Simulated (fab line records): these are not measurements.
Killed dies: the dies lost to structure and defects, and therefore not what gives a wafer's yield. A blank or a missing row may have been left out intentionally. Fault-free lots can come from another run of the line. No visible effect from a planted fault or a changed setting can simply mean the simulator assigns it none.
fab line records	flow n5-finfet
record lots=10	wafers=29	last-day=21
route steps=1938 shown WELL_APT@21 PMOS_HMC_CHANNEL_EPI@73 FIN_SAQP@97 BEOL_M4@1111
lots with no fault: from the same line, run without faults
start-h: the number of hours between the record's first day and the start of the first shown wafer of the lot	wait-h: hours since the lot's step before	" same as the row above	L1.1+2: a row that stands for several wafers	- no value, or no start given	* or withheld: withheld	< > ~ a bound
route shown NAME@n: NAME is a module with steps in the file, n the number in the route of the first one	usual: mean and standard deviation over wafers with no fault	same: alike in all rows	chamber/n: place in a boat	sites: per-site readings	_std_site: the standard deviation of these	_edge_site: the outer-site mean with the inner-site mean subtracted	radius-mm: how far each site lies from the wafer's centre	mask NAME#n: copy n	behind: tool/chamber where the wafer was last shaped	hold: cause of the lot's hold/its duration in hours/its outcome	device: transistor that didn't switch, given as n, p or np	end of line: tests run on the same wafers once the route is complete	for a step that has no rows: nothing shown but its recipe	killed: the dies lost at the first sort to structure and to defects; this is not the yield of the wafer	map: dies across one wafer; x = killed, . = not, _ = none there
set.NAME: the run value of the setting; set.NAME@STEP: its run value at that earlier step	model.NAME: the simulator's own value behind a step, which no gauge read
one table for each step of the route and one row for each wafer, over a sample of lots
services: a tool's chamber out of use, with start hour (start-h, from the record's first day; less than 0 if before it), hours out, and reason
## steps
# step N5_WELL_APT_COAT_02
# recipe spin-rpm=1357	resist-thk-nm=950
# usual spin-speed-rpm=1357.1/0.98
lot.wafer	tool	chamber	start-h	wait-h	spin-speed-rpm
L755.1	litho-track-01	0	13.30	-	1357.5
L755.4	"	0	"	"	1355.9
L755.6	"	0	"	"	1358.3
L756.2	litho-track-04	0	19.33	-	1356.6
L756.4	"	0	"	"	1357.0
L758.2	litho-track-03	0	31.71	-	1356.7
L758.3	"	0	"	"	1356.2
L758.5	"	0	"	"	1358.0
L762.3	litho-track-01	0	55.41	-	1357.8
L762.5	"	0	"	"	1358.4
L762.6	"	0	"	"	1357.8
L766.2	litho-track-04	0	79.29	-	1355.7
L766.3	"	0	"	"	1355.2
L766.4	"	0	"	"	1357.2
L767.2	litho-track-03	0	85.29	-	1356.2
L767.3	"	0	"	"	1356.3
L767.4	"	0	"	"	1355.5
L769.2	litho-track-04	0	97.29	-	1356.6
L769.5	"	0	"	"	1358.0
L769.6	"	0	"	"	1357.4
L773.2	litho-track-01	0	121.42	-	1355.6
L773.3	"	0	"	"	1358.3
L773.5	"	0	"	"	1355.8
L774.2	litho-track-04	0	127.90	-	1485.0
L774.3	"	0	"	"	1484.8
L774.6	"	0	"	"	1484.7
L776.1	litho-track-04	0	139.41	-	1486.2
L776.2	"	0	"	"	1485.5
L776.6	"	0	"	"	1483.7
# step N5_PMOS_HMC_CHANNEL_EPI_ETCH_38
# recipe chemistry=CF4	target=SiO2	target-depth-a=15	ion-energy-ev=350	pressure-mtorr=10	icp-w=800	bias-w=400	cf4-flow-sccm=80
# usual bias-w=400.2/1.2	drypump-motor-current-A=5.7/0.51	oes-product-au=0.991/0.028	throttle-valve-pct=21.80/0.29
lot.wafer	tool	chamber	start-h	wait-h	bias-w	drypump-motor-current-A	oes-product-au	rf-hours-counter-h	throttle-valve-pct
L755.1	rie-si-04	1	17.41	0.0	398.8	5.3	1.008	192	21.55
L755.4	"	2	"	"	400.2	6.4	0.982	97	21.99
L755.6	"	2	"	"	399.2	6.3	0.983	-	21.99
L756.2	rie-si-04	1	23.67	0.0	399.6	5.3	1.001	192	21.53
L756.4	"	2	"	"	399.7	6.3	0.991	97	22.00
L758.2	rie-si-02	2	36.01	0.0	398.4	6.1	1.021	200	21.72
L758.3	"	1	"	"	401.4	6.1	1.037	144	22.52
L758.5	"	2	"	"	400.8	6.1	1.015	-	21.74
L762.3	rie-si-02	3	59.62	0.0	397.1	6.7	1.000	31	21.84
L762.5	"	3	"	"	399.7	6.7	0.996	-	21.85
L762.6	"	1	"	"	401.4	6.1	1.030	-	22.52
L766.2	rie-si-05	1	83.50	0.0	398.9	5.0	0.963	30	21.60
L766.3	"	0	"	"	398.7	5.0	0.949	193	21.75
L766.4	"	2	"	"	399.7	5.7	1.019	148	21.97
L767.2	rie-si-04	0	89.56	0.0	401.8	5.9	0.932	1	21.51
L767.3	"	3	"	"	398.2	5.3	0.989	147	21.47
L767.4	"	3	"	"	400.7	5.3	0.983	-	21.46
L769.2	rie-si-02	3	101.62	0.0	401.1	6.7	0.994	32	21.84
L769.5	"	1	"	"	400.1	6.1	1.048	-	22.51
L769.6	"	0	"	"	401.2	6.0	1.001	-	22.10
L773.2	rie-si-02	2	125.76	0.0	401.8	6.1	1.028	0	21.40
L773.3	"	1	"	"	398.7	6.1	1.038	146	22.51
L773.5	"	3	"	"	398.4	6.7	0.994	-	21.84
L774.2	rie-si-05	0	132.25	0.0	400.7	5.0	0.948	194	21.74
L774.3	"	3	"	"	400.9	5.4	1.008	77	21.93
L774.6	"	3	"	"	399.5	5.4	1.015	-	21.92
L776.1	rie-si-02	3	144.09	0.0	401.5	6.7	0.979	32	21.85
L776.2	"	2	"	"	400.0	6.1	1.033	1	21.39
L776.6	"	3	"	"	401.5	6.7	0.992	-	21.84
# step N5_FIN_SAQP_THK_MEAS_05
# usual thk-nm=38.0/0.65
lot.wafer	tool	chamber	start-h	wait-h	thk-nm
L755.1	film-metro-02	-	20.35	0.1	37.5
L755.4	"	-	"	"	38.7
L755.6	"	-	"	"	37.4
L756.2	film-metro-01	-	27.17	0.1	37.3
L756.4	"	-	"	"	38.4
L758.2	film-metro-01	-	39.07	0.1	36.7
L758.3	"	-	"	"	37.3
L758.5	"	-	"	"	37.3
L762.3	film-metro-01	-	64.06	0.1	37.4
L762.5	"	-	"	"	38.4
L762.6	"	-	"	"	37.5
L766.2	film-metro-02	-	87.18	0.1	37.3
L766.3	"	-	"	"	37.0
L766.4	"	-	"	"	38.3
L767.2	film-metro-02	-	93.93	0.1	38.4
L767.3	"	-	"	"	38.8
L767.4	"	-	"	"	37.7
L769.2	film-metro-01	-	104.55	0.1	37.7
L769.5	"	-	"	"	37.6
L769.6	"	-	"	"	37.6
L773.2	film-metro-02	-	129.72	0.1	37.5
L773.3	"	-	"	"	38.2
L773.5	"	-	"	"	39.3
L774.2	film-metro-02	-	135.37	0.1	38.1
L774.3	"	-	"	"	37.3
L774.6	"	-	"	"	38.2
L776.1	film-metro-02	-	147.49	0.1	36.7
L776.2	"	-	"	"	37.6
L776.6	"	-	"	"	39.4
# step N5_FIN_SAQP_PECVD_47
# recipe material=a-Si	target-thk-a=450	temp-c=400	precursor=SiH4/He	pressure-torr=3	rf-w=100	time-s=36.3
# usual heater-power-w=853/70	showerhead-plenum-p-Torr=5.66/0.046	throttle-valve-pct=18.3/1.2
lot.wafer	tool	chamber	start-h	wait-h	heater-power-w	showerhead-plenum-p-Torr	throttle-valve-pct
L755.1	pecvd-02	2	20.39	0.0	905	5.62	16.5
L755.4	"	2	"	"	908	5.61	16.5
L755.6	"	0	"	"	787	5.67	17.5
L756.2	pecvd-03	1	27.20	0.0	778	5.62	18.8
L756.4	"	0	"	"	741	5.73	18.7
L758.2	pecvd-04	2	39.11	0.0	939	5.63	17.8
L758.3	"	0	"	"	905	5.67	19.4
L758.5	"	2	"	"	925	5.65	17.9
L762.3	pecvd-03	1	64.09	0.0	842	5.60	19.1
L762.5	"	1	"	"	881	5.61	18.6
L762.6	"	2	"	"	898	5.62	16.9
L766.2	pecvd-03	1	87.21	0.0	849	5.61	18.7
L766.3	"	1	"	"	831	5.62	18.6
L766.4	"	2	"	"	866	5.61	16.8
L767.2	pecvd-02	1	93.97	0.0	961	5.70	18.8
L767.3	"	0	"	"	736	5.64	17.5
L767.4	"	1	"	"	965	5.69	18.4
L769.2	pecvd-02	0	104.59	0.0	702	5.66	17.0
L769.5	"	2	"	"	894	5.61	16.6
L769.6	"	0	"	"	705	5.64	17.4
L773.2	pecvd-03	0	129.76	0.0	820	5.73	19.1
L773.3	"	2	"	"	871	5.62	17.0
L773.5	"	0	"	"	812	5.76	19.1
L774.2	pecvd-02	2	135.41	0.0	847	5.60	16.7
L774.3	"	0	"	"	778	5.65	17.4
L774.6	"	1	"	"	841	5.69	18.3
L776.1	pecvd-03	2	147.53	0.0	935	5.61	16.5
L776.2	"	1	"	"	851	5.61	18.9
L776.6	"	1	"	"	859	5.62	18.9
# step N5_BEOL_M4_RC_MEAS_101
# usual DIBL_N=36.1/2.3	DIBL_P=36/3.2	IOFF_N=0.16/0.045	IOFF_P=0.21/0.049	ION_N=674/14	ION_P=462/8.4	SS_N=71.6/0.83	SS_P=73.2/0.87	VT_N=249/3.8	VT_P=-250/3.4
lot.wafer	tool	chamber	start-h	wait-h	DIBL_N[mV/V]	DIBL_P[mV/V]	IOFF_N[nA/um]	IOFF_P[nA/um]	ION_N[uA/um]	ION_P[uA/um]	SS_N[mV/dec]	SS_P[mV/dec]	VT_N[mV]	VT_P[mV]
L755.1	prober-02	0	236.98	0.3	35.1	34	0.13	0.21	659	461	70.7	72.9	250	-249
L755.4	"	0	"	"	39.1	39	0.20	0.28	675	466	72.3	73.6	248	-246
L755.6	"	0	"	"	37.9	37	0.18	0.25	673	465	71.7	73.7	248	-245
L758.2	prober-01	0	260.07	0.2	39.1	42	0.22	0.29	686	468	72.3	74.4	246	-246
L758.3	"	0	"	"	38.2	40	0.20	0.26	679	465	72.0	73.7	248	-246
L758.5	"	0	"	"	36.7	39	0.19	0.26	695	481	71.3	73.7	244	-246
L756.2	prober-01	0	271.85	0.2	33.3	35	0.12	0.19	655	460	70.6	73.0	254	-250
L756.4	"	0	"	"	34.5	36	0.13	0.23	664	464	70.5	72.7	249	-244
L767.2	prober-02	0	297.29	0.2	34.9	35	0.13	0.20	682	472	71.0	73.2	253	-250
L767.3	"	0	"	"	35.4	33	0.13	0.17	662	458	71.3	72.0	251	-255
L767.4	"	0	"	"	34.2	33	0.11	0.15	648	444	70.2	72.0	257	-256
L762.3	prober-02	0	311.05	0.3	37.8	38	0.18	0.23	684	470	72.6	73.9	251	-250
L762.5	"	0	"	"	42.2	44	0.31	0.34	692	471	73.7	76.2	243	-247
L762.6	"	0	"	"	36.9	37	0.17	0.22	694	468	71.5	73.5	246	-250
L766.2	prober-02	0	317.56	0.2	35.8	34	0.12	0.21	652	457	71.0	73.4	254	-251
L766.3	"	0	"	"	35.1	34	0.13	0.20	662	464	71.3	71.6	251	-249
L766.4	"	0	"	"	37.7	37	0.16	0.25	675	465	71.9	73.4	251	-247
L769.2	prober-02	0	347.82	0.2	36.9	34	0.16	0.20	689	470	70.9	72.9	249	-247
L769.5	"	0	"	"	38.7	37	0.19	0.24	693	472	71.8	74.2	243	-245
L769.6	"	0	"	"	39.8	37	0.22	0.24	688	465	71.8	73.6	243	-247
L773.2	prober-02	0	355.66	0.2	36.0	35	0.16	0.22	669	460	71.3	72.8	248	-247
L773.3	"	0	"	"	34.3	33	0.15	0.20	670	459	71.2	72.3	248	-248
L773.5	"	0	"	"	38.8	39	0.24	0.29	688	464	72.0	73.4	243	-247
L774.2	prober-01	0	388.49	0.2	35.1	37	0.15	0.23	659	460	71.3	73.8	250	-250
L774.3	"	0	"	"	36.6	38	0.19	0.23	682	457	72.4	73.2	248	-250
L774.6	"	0	"	"	35.3	37	0.15	0.21	665	454	71.9	73.4	252	-250
L776.1	prober-02	0	388.83	0.0	40.9	44	0.28	0.38	686	469	73.0	75.4	241	-241
L776.2	"	0	"	"	40.3	43	0.30	0.36	695	472	72.4	74.8	239	-240
L776.6	"	0	"	"	39.2	41	0.26	0.31	685	464	72.8	75.0	243	-243
## services
tool	chamber	start-h	hours	kind
pecvd-02	1	17.44	4.9	repair
pecvd-03	2	21.12	-	clean
pecvd-03	2	21.12	-	consumable-replace:showerhead
pecvd-03	2	21.12	29.0	scheduled-down
pecvd-03	2	21.12	29.0	vent-cycle
rie-si-04	0	28.90	-	clean
rie-si-04	0	28.90	-	consumable-replace:focus-ring
rie-si-04	0	28.90	16.6	scheduled-down
rie-si-04	0	28.90	16.6	vent-cycle
pecvd-02	2	44.45	6.1	repair
rie-si-02	2	58.98	4.3	repair
pecvd-04	-	61.37	0.5	repair
rie-si-05	-	66.79	14.3	repair
rie-si-02	-	69.10	0.4	repair
rie-si-02	2	78.99	-	clean
rie-si-02	2	78.99	24.0	scheduled-down
rie-si-02	2	78.99	24.0	vent-cycle
pecvd-03	0	86.17	2.1	scheduled-down
rie-si-04	1	86.45	8.8	repair
pecvd-02	2	91.69	5.5	scheduled-down
pecvd-02	-	98.74	1.0	repair
pecvd-02	-	106.63	5.5	pm
pecvd-04	-	128.88	1.7	repair
rie-si-05	0	141.82	21.8	repair
## key
first-sign step=N5_WELL_APT_COAT_02	reading=spin-speed-rpm	direction=up	sigmas=99+	usual=*	struck=*
effect none on later readings
met-at N5_WELL_APT_COAT_02
struck-lots L774,L776
not-acting-at N5_PMOS_HMC_CHANNEL_EPI_ETCH_38,N5_FIN_SAQP_THK_MEAS_05,N5_FIN_SAQP_PECVD_47
onset-between 97.29 127.90
fault kind=process-parameter-drift	tool=litho-track-04	chamber=-	onset-h=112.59	steps=N5_WELL_APT_COAT_02	channel=spin-rpm	offset=*	shape=step	end-h=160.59	acts-in=*	stated=*
